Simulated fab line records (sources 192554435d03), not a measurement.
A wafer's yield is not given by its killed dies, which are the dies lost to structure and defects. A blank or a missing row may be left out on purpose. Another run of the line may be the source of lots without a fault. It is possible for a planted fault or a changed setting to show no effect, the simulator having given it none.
Chamber matching / flow n5Finfet / rieSi-01 running N5_BEOL_M0_SAQP_MANDREL2_REMOVE_110: 3 sister chambers
The step chemistry HBr/Cl2/O2, target a-Si, stops on SiCN, bt time 10 s. 14 wafers are shown with their chamber, then 5 later ones without.

WAFERS PAIRED WITH THEIR CHAMBERS
wafer=L075.2; chamber=3; throttleValvePct (%)=36.4; rfFwdPowerW (W)=594.7; oesProductAu (a.u.)=0.979
wafer=L075.4; chamber=1; throttleValvePct (%)=36.6; rfFwdPowerW (W)=592.3; oesProductAu (a.u.)=0.995
wafer=L075.6; chamber=3; throttleValvePct (%)=36.3; rfFwdPowerW (W)=595.4; oesProductAu (a.u.)=0.976
wafer=L076.1; chamber=3; throttleValvePct (%)=36.4; rfFwdPowerW (W)=595.7; oesProductAu (a.u.)=0.983
wafer=L076.2; chamber=1; throttleValvePct (%)=36.6; rfFwdPowerW (W)=596.0; oesProductAu (a.u.)=0.992
wafer=L076.5; chamber=3; throttleValvePct (%)=36.4; rfFwdPowerW (W)=595.0; oesProductAu (a.u.)=0.976
wafer=L080.1; chamber=2; throttleValvePct (%)=36.3; rfFwdPowerW (W)=597.1; oesProductAu (a.u.)=0.988
wafer=L080.3; chamber=1; throttleValvePct (%)=36.6; rfFwdPowerW (W)=595.0; oesProductAu (a.u.)=0.976
wafer=L080.6; chamber=2; throttleValvePct (%)=36.2; rfFwdPowerW (W)=598.2; oesProductAu (a.u.)=0.993
wafer=L084.1; chamber=3; throttleValvePct (%)=36.3; rfFwdPowerW (W)=598.5; oesProductAu (a.u.)=0.973
wafer=L084.3; chamber=2; throttleValvePct (%)=36.2; rfFwdPowerW (W)=600.6; oesProductAu (a.u.)=1.008
wafer=L084.6; chamber=3; throttleValvePct (%)=36.3; rfFwdPowerW (W)=594.5; oesProductAu (a.u.)=0.976
wafer=L085.1; chamber=3; throttleValvePct (%)=36.3; rfFwdPowerW (W)=597.4; oesProductAu (a.u.)=0.978
wafer=L085.2; chamber=1; throttleValvePct (%)=36.6; rfFwdPowerW (W)=593.7; oesProductAu (a.u.)=0.987

SIGNATURES, as means of the wafers listed above
reading=throttleValvePct; chamber 1=36.600; chamber 2=36.233; chamber 3=36.343; scatter within a chamber=0.0465
reading=rfFwdPowerW; chamber 1=594.250; chamber 2=598.633; chamber 3=595.886; scatter within a chamber=1.59
reading=oesProductAu; chamber 1=0.98750; chamber 2=0.99633; chamber 3=0.97729; scatter within a chamber=0.00664
Rule: a wafer lies at a distance from a chamber equal to the root of the sum of squares, over the readings, of (its reading less the chamber's mean, divided by the reading's scatter). The wafer belongs to the nearest chamber; if the next one is less than 2 further off, it can't be placed. The scatter: the root of (the sum of the squares of (reading less its chamber's mean) over the shown wafers, divided by (wafers less chambers)).

WAFERS MISSING THEIR CHAMBER
wafer=L085.6; throttleValvePct (%)=36.3; rfFwdPowerW (W)=597.0; oesProductAu (a.u.)=0.968
wafer=L087.3; throttleValvePct (%)=36.6; rfFwdPowerW (W)=593.6; oesProductAu (a.u.)=1.000
wafer=L087.5; throttleValvePct (%)=36.3; rfFwdPowerW (W)=599.4; oesProductAu (a.u.)=0.978
wafer=L089.3; throttleValvePct (%)=36.4; rfFwdPowerW (W)=600.3; oesProductAu (a.u.)=0.970
wafer=L089.4; throttleValvePct (%)=36.6; rfFwdPowerW (W)=594.9; oesProductAu (a.u.)=0.985

THE CHAMBER EACH PASSED THROUGH
wafer=L085.6; from the rows above=3; in truth=3
wafer=L087.3; from the rows above=1; in truth=1
wafer=L087.5; from the rows above=can't be placed: 3 or 2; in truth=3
wafer=L089.3; from the rows above=3; in truth=3
wafer=L089.4; from the rows above=1; in truth=1
Correctly placed: 4 of 5. Not placeable from these rows: 1 (in 1, the candidates include the true chamber). 0 placed wrongly.
